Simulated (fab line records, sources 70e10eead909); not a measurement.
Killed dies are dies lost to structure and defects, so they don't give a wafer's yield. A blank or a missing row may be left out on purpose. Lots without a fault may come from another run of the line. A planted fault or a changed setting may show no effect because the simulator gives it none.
Which tool did it? | flow nand_harc | 7 lots, 21 wafers sampled, at 4 steps of a route of 1159

WHAT THE GAUGES READ, wafer by wafer
NHARC_A_CONTACT_CD_MEAS_15.
lot  | measured     | on        | cd_nm (nm)
L113 | day 17 02:58 | cd_sem-01 | 91.3 91.3 91.1
L115 | day 17 21:34 | cd_sem-03 | 91.0 89.6 90.7
L124 | day 19 08:17 | cd_sem-02 | 89.4 88.8 90.2
L125 | day 20 00:58 | cd_sem-03 | 89.7 90.4 89.3
L127 | day 20 19:59 | cd_sem-01 | 90.6 91.3 90.8
L134 | day 21 19:50 | cd_sem-01 | 90.6 91.1 90.5
L135 | day 22 14:10 | cd_sem-03 | 90.5 89.8 90.1

WHICH TOOL RAN EACH LOT (tool, then ch and the chambers of the sampled wafers, then the start)
lot  | NHARC_A_CONTACT_DEP_85          | NHARC_A_CONTACT_ETCH_30            | NHARC_A_CONTACT_ETCH_134
L113 | pecvd-03 ch 1,2, day 16 23:33   | rie_diel-03 ch 1,2, day 17 01:05   | har_cap_etch-02 ch 0,1, day 17 01:34
L115 | pecvd-04 ch 0,1,2, day 17 17:58 | rie_diel-03 ch 0,1, day 17 19:34   | har_cap_etch-01 ch 0,1, day 17 20:13
L124 | pecvd-04 ch 0,1,2, day 19 05:05 | rie_diel-03 ch 0,1, day 19 06:30   | har_cap_etch-01 ch 0,1, day 19 07:00
L125 | pecvd-03 ch 1,2, day 19 21:44   | rie_diel-12 ch 0,1,2, day 19 23:11 | har_cap_etch-03 ch 0,1, day 19 23:39
L127 | pecvd-03 ch 0,1, day 20 15:41   | rie_diel-06 ch 0,1, day 20 17:22   | har_cap_etch-02 ch 0,1, day 20 17:50
L134 | pecvd-03 ch 0,1, day 21 16:08   | rie_diel-12 ch 1,2, day 21 17:35   | har_cap_etch-01 ch 0,1, day 21 18:08
L135 | pecvd-04 ch 1,2, day 22 11:03   | rie_diel-06 ch 0,2,3, day 22 12:20 | har_cap_etch-01 ch 0,1, day 22 12:50
- NHARC_A_CONTACT_DEP_85: deposits SiON, target thk 50 nm.
- NHARC_A_CONTACT_ETCH_30: etches the open film in CF4/CHF3, target depth 60.5 nm, time 30.2 s.
- NHARC_A_CONTACT_ETCH_134: etches the open film in C4F8/O2/Ar, time 140 s, target depth 700 nm.

THE ANSWER, worked out from the rows above alone
Rule: what is usual is taken from the lots themselves. Put in order of their means at a reading, lots are off if they are a third of the lots or fewer, leave a main group of 4 or more, and stand apart from it by a gap of 3 or more times the standard deviation of the main group's means; of several such gaps the widest counts. A main group whose means are all the same, to the digits that the tables above print for the reading, isn't used. A lot without any number at a reading at which 4 lots or more have one is off too. The other lots that the step has rows for count as sound.
No lot is off at any reading shown: from this, nothing can be told.

WHAT THE SIMULATOR HAD PUT IN
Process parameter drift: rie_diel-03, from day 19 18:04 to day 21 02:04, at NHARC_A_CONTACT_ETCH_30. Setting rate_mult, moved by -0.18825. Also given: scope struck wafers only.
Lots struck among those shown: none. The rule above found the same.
